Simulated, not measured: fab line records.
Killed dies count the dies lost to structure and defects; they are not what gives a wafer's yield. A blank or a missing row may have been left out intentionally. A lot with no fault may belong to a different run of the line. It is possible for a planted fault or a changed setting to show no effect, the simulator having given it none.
Code-filled problem report in 8D (eight disciplines) form + flow n5 finfet + the parts of the form that need people (team, actions taken, sign-off) are left out

== 1. THE ISSUE ==
A mean of 514.5 W is read at N5_GATE_CUT_ETCH_58 for rf fwd power W, taken on 1 wafer of 1 lot, against 413.7 W (standard deviation 1.4) on wafers free of any fault. Measured from the usual mean, that is +72 standard deviations.
The step: etches SiNx in CH3F/O2, target depth 17 nm, time 128.6 s.
Earliest sighting: wafer L998.1 on rie diel-01 at day 9 15:25. The record holds 15 wafers of 5 lots with a number at this step. Rule for "out", or "out of limits": more than 4 standard deviations from the usual mean. All remaining wafers that have a number are taken as sound.

== 2. WHAT IT IS; WHAT IT IS NOT ==
| question                    | is                       | is not                                                                                             |
|-----------------------------|--------------------------|----------------------------------------------------------------------------------------------------|
| which readings at this step | rf fwd power W, rf vpp V | drypump motor current A, mfc ar sccm, oes product au, showerhead plenum p Torr, throttle valve pct |
| which lots                  | L998                     | L979, L980, L984, L989                                                                             |
| which wafers of those lots  | L998.1                   | L998.5, L998.6                                                                                     |
| read on which tools         | rie diel-01              | rie diel-03                                                                                        |
| when                        | from day 9 15:25         | up to then (14 sound wafers)                                                                       |

== 3. WHAT RULES OUT EACH SUSPECT ==
Counting: a tool at a process step up to the reading stays a suspect if it ran every lot that is out. Sound lots after the first of them don't rule it out here, since some wafers of a struck lot are sound.
- cvd w-01 at N5_HKMG_FIN_W_FILL_22 (material W, target thk 60 nm, time 18.2 s): kept. It processed L998, the lot that is out, at day 9 14:11, and its most recent sound lot before then was L989 at day 7 08:40.
- cmp-03 at N5_HKMG_FIN_CMP_94 (polishes, stops on SiNx, t overpolish 4.7 s, target thk 43.299 nm): kept. It processed L998, the lot that is out, at day 9 14:52, and its most recent sound lot before then was L989 at day 7 09:15.
- rie metal-01 at N5_GATE_CUT_ETCH_56 (etches TiN in Cl2/Ar, target depth 21.6 nm): kept. It processed L998, the lot that is out, at day 9 15:10, and its most recent sound lot before then was L980 at day 5 02:55.
- rie metal-01 at N5_GATE_CUT_ETCHBACK_30 (etches TiN in Cl2/Ar, target depth 3 nm): kept. It processed L998, the lot that is out, at day 9 15:15, and its most recent sound lot before then was L980 at day 5 03:01.
- rie diel-01 at N5_GATE_CUT_ETCH_58 (etches SiNx in CH3F/O2, target depth 17 nm, time 128.6 s): kept. It processed L998, the lot that is out, at day 9 15:25, and its most recent sound lot before then was L980 at day 5 03:05. Its own rf fwd power W, rf vpp V readings are out on those wafers.
- Within cmp-03 at N5_HKMG_FIN_CMP_94: the wafers that are out ran in chamber 1; their sound lot-mates ran in chambers 2, 3.
- Within rie diel-01 at N5_GATE_CUT_ETCH_58: the wafers that are out ran in chamber 2; their sound lot-mates ran in chambers 0, 3.
Left after counting: cvd w-01 at N5_HKMG_FIN_W_FILL_22, cmp-03 at N5_HKMG_FIN_CMP_94, rie metal-01 at N5_GATE_CUT_ETCH_56, rie metal-01 at N5_GATE_CUT_ETCHBACK_30, rie diel-01 at N5_GATE_CUT_ETCH_58.

== 4. THE CAUSE (what the simulator had put in) ==
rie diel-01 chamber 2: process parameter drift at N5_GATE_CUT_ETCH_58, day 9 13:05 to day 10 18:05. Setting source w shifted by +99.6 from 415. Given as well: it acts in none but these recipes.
After counting, 5 suspects remain, this tool included.

== 5. SEQUENCE OF EFFECTS, ordered by route ==
Each row: a reading whose mean over the struck wafers that have a number lies more than 3 standard deviations from the usual. Only readings whose record carries a usual standard deviation are examined. hours: median over the lots of the time between each lot's start at the first step of this table that gives one and its start at this step. sigmas: the change, counted in usual standard deviations.
| hours | step                   | reading        | usual     | on struck wafers | change | sigmas |
|-------|------------------------|----------------|-----------|------------------|--------|--------|
| 0     | N5_GATE_CUT_ETCH_58    | rf fwd power W | 413.7 W   | 514.5            | +100.8 | +72    |
| 0     | N5_GATE_CUT_ETCH_58    | rf vpp V       | 98.9 V    | 92.4             | -6.5   | -7.1   |
| 80    | N5_BEOL_M4_RC_MEAS_101 | ION_N          | 672 uA/um | 638              | -34    | -3.1   |
| 80    | N5_BEOL_M4_RC_MEAS_101 | VT_N           | 250 mV    | 261              | +11    | +3.1   |
The process steps in it:
- N5_GATE_CUT_ETCH_58: etches SiNx in CH3F/O2, target depth 17 nm, time 128.6 s.

== 6. HOW IT WOULD HAVE BEEN CAUGHT EARLIER ==
The fault began at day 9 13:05; the first out-of-limits reading in this record came at day 9 15:25, 2 hours later.
